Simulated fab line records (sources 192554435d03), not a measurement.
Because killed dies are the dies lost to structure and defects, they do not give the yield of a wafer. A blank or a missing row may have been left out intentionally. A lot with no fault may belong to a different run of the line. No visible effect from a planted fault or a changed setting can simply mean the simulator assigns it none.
Split-lot trial :: flow n5 finfet :: 7 lots, 21 wafers read, on a route of 1938 steps

THE SPLIT
At N5_BEOL_M5_COAT_22 (resist thk 30 nm), the setting spin rpm was moved away from the recipe's 1500 rpm on 11 of the 21 wafers read, by -11.1% to +10.0%. This setting was run at the recipe's value on the other wafers.

The split's own step is where the reading is taken.

THE READING
CAR-EUV_of_BEOL_M5_COAT_22.thk nm (the simulator's own value, which no gauge read), in nm, at N5_BEOL_M5_COAT_22 (resist thk 30 nm). The file gives no usual value for it. The 10 wafers here that ran the recipe average 30.0 nm, standard deviation 0.06 nm.

wafer: L080.2
tool, chamber at the split: litho track-01, 0
spin rpm as run, rpm: 1627
against the recipe: +8.5%
CAR-EUV_of_BEOL_M5_COAT_22.thk nm, nm: 28.8
against lot-mates on the recipe: -1.2

wafer: L080.3
tool, chamber at the split: litho track-01, 0
spin rpm as run, rpm: 1500
against the recipe: recipe
CAR-EUV_of_BEOL_M5_COAT_22.thk nm, nm: 30
against lot-mates on the recipe: -

wafer: L080.6
tool, chamber at the split: litho track-01, 0
spin rpm as run, rpm: 1500
against the recipe: recipe
CAR-EUV_of_BEOL_M5_COAT_22.thk nm, nm: 30
against lot-mates on the recipe: -

wafer: L086.2
tool, chamber at the split: litho track-02, 0
spin rpm as run, rpm: 1334
against the recipe: -11.1%
CAR-EUV_of_BEOL_M5_COAT_22.thk nm, nm: 31.8
against lot-mates on the recipe: +1.6

wafer: L086.3
tool, chamber at the split: litho track-02, 0
spin rpm as run, rpm: 1334
against the recipe: -11.1%
CAR-EUV_of_BEOL_M5_COAT_22.thk nm, nm: 32
against lot-mates on the recipe: +1.8

wafer: L086.5
tool, chamber at the split: litho track-02, 0
spin rpm as run, rpm: 1500
against the recipe: recipe
CAR-EUV_of_BEOL_M5_COAT_22.thk nm, nm: 30.2
against lot-mates on the recipe: -

wafer: L084.1
tool, chamber at the split: litho track-02, 0
spin rpm as run, rpm: 1394
against the recipe: -7.1%
CAR-EUV_of_BEOL_M5_COAT_22.thk nm, nm: 31
against lot-mates on the recipe: +1.0

wafer: L084.5
tool, chamber at the split: litho track-02, 0
spin rpm as run, rpm: 1394
against the recipe: -7.1%
CAR-EUV_of_BEOL_M5_COAT_22.thk nm, nm: 31
against lot-mates on the recipe: +1.0

wafer: L084.4
tool, chamber at the split: litho track-02, 0
spin rpm as run, rpm: 1500
against the recipe: recipe
CAR-EUV_of_BEOL_M5_COAT_22.thk nm, nm: 30
against lot-mates on the recipe: -

wafer: L087.4
tool, chamber at the split: litho track-05, 0
spin rpm as run, rpm: 1500
against the recipe: recipe
CAR-EUV_of_BEOL_M5_COAT_22.thk nm, nm: 30
against lot-mates on the recipe: -

wafer: L087.5
tool, chamber at the split: litho track-05, 0
spin rpm as run, rpm: 1500
against the recipe: recipe
CAR-EUV_of_BEOL_M5_COAT_22.thk nm, nm: 30
against lot-mates on the recipe: -

wafer: L087.6
tool, chamber at the split: litho track-05, 0
spin rpm as run, rpm: 1650
against the recipe: +10.0%
CAR-EUV_of_BEOL_M5_COAT_22.thk nm, nm: 28.6
against lot-mates on the recipe: -1.4

wafer: L088.1
tool, chamber at the split: litho track-05, 0
spin rpm as run, rpm: 1423
against the recipe: -5.1%
CAR-EUV_of_BEOL_M5_COAT_22.thk nm, nm: 31
against lot-mates on the recipe: no lot-mate on the recipe

wafer: L088.5
tool, chamber at the split: litho track-05, 0
spin rpm as run, rpm: 1423
against the recipe: -5.1%
CAR-EUV_of_BEOL_M5_COAT_22.thk nm, nm: 31
against lot-mates on the recipe: no lot-mate on the recipe

wafer: L088.4
tool, chamber at the split: litho track-05, 0
spin rpm as run, rpm: 1423
against the recipe: -5.1%
CAR-EUV_of_BEOL_M5_COAT_22.thk nm, nm: 30.8
against lot-mates on the recipe: no lot-mate on the recipe

wafer: L091.1
tool, chamber at the split: litho track-05, 0
spin rpm as run, rpm: 1500
against the recipe: recipe
CAR-EUV_of_BEOL_M5_COAT_22.thk nm, nm: 30
against lot-mates on the recipe: -

wafer: L091.3
tool, chamber at the split: litho track-05, 0
spin rpm as run, rpm: 1500
against the recipe: recipe
CAR-EUV_of_BEOL_M5_COAT_22.thk nm, nm: 30
against lot-mates on the recipe: -

wafer: L091.6
tool, chamber at the split: litho track-05, 0
spin rpm as run, rpm: 1500
against the recipe: recipe
CAR-EUV_of_BEOL_M5_COAT_22.thk nm, nm: 30
against lot-mates on the recipe: -

wafer: L096.1
tool, chamber at the split: litho track-05, 0
spin rpm as run, rpm: 1437
against the recipe: -4.2%
CAR-EUV_of_BEOL_M5_COAT_22.thk nm, nm: 30.8
against lot-mates on the recipe: +0.8

wafer: L096.5
tool, chamber at the split: litho track-05, 0
spin rpm as run, rpm: 1437
against the recipe: -4.2%
CAR-EUV_of_BEOL_M5_COAT_22.thk nm, nm: 30.8
against lot-mates on the recipe: +0.8

wafer: L096.6
tool, chamber at the split: litho track-05, 0
spin rpm as run, rpm: 1500
against the recipe: recipe
CAR-EUV_of_BEOL_M5_COAT_22.thk nm, nm: 30
against lot-mates on the recipe: -

THE FIT
A straight line over all 21 wafers: CAR-EUV_of_BEOL_M5_COAT_22.thk nm changes by -0.157 nm for each +1% of spin rpm; r = -0.99; the points scatter about the line by 0.11 nm.
The same after taking each lot's own level away (the mean of its wafers on the recipe; 18 wafers): -0.148 nm for each +1%; r = -1.00; scatter 0.075 nm.
According to that fit, moving spin rpm by its largest amount changes the reading by 1.6 nm.
From 30.00 to 30.20 nm: that is the span of the lots' own levels, equal to 3.3 times the standard deviation above.
Hence the lot-to-lot level has little effect on the slope; both slopes agree.
Check: with one of the wafers moved furthest among these (-11.1%) left out of the fit, the line predicts +1.69 nm for it against its lot-mates. It came out at +1.6 nm against them.

FURTHER SPLITS ON THESE WAFERS
These wafers also went through other splits before the reading. Each is held against what the fit with the lots' levels taken away leaves over:
other split on the same wafers: N5_BEOL_M2_HM_DEP_02 target thk a
wafers away from the commonest value: 9
r with CAR-EUV_of_BEOL_M5_COAT_22.thk nm (lot level and that fit taken away): +0.14

other split on the same wafers: N5_BEOL_M3_ETCH_41 target depth a
wafers away from the commonest value: 7
r with CAR-EUV_of_BEOL_M5_COAT_22.thk nm (lot level and that fit taken away): +0.35

other split on the same wafers: N5_BEOL_M4_TRENCH_ETCH_37 time s
wafers away from the commonest value: 10
r with CAR-EUV_of_BEOL_M5_COAT_22.thk nm (lot level and that fit taken away): -0.35

other split on the same wafers: N5_BEOL_M5_COAT_05 spin rpm
wafers away from the commonest value: 8
r with CAR-EUV_of_BEOL_M5_COAT_22.thk nm (lot level and that fit taken away): +0.04

FILE'S OWN FIT
CAR-EUV_of_BEOL_M5_COAT_22.thk nm changes by -0.148 nm for each +1% of spin rpm, r = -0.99.
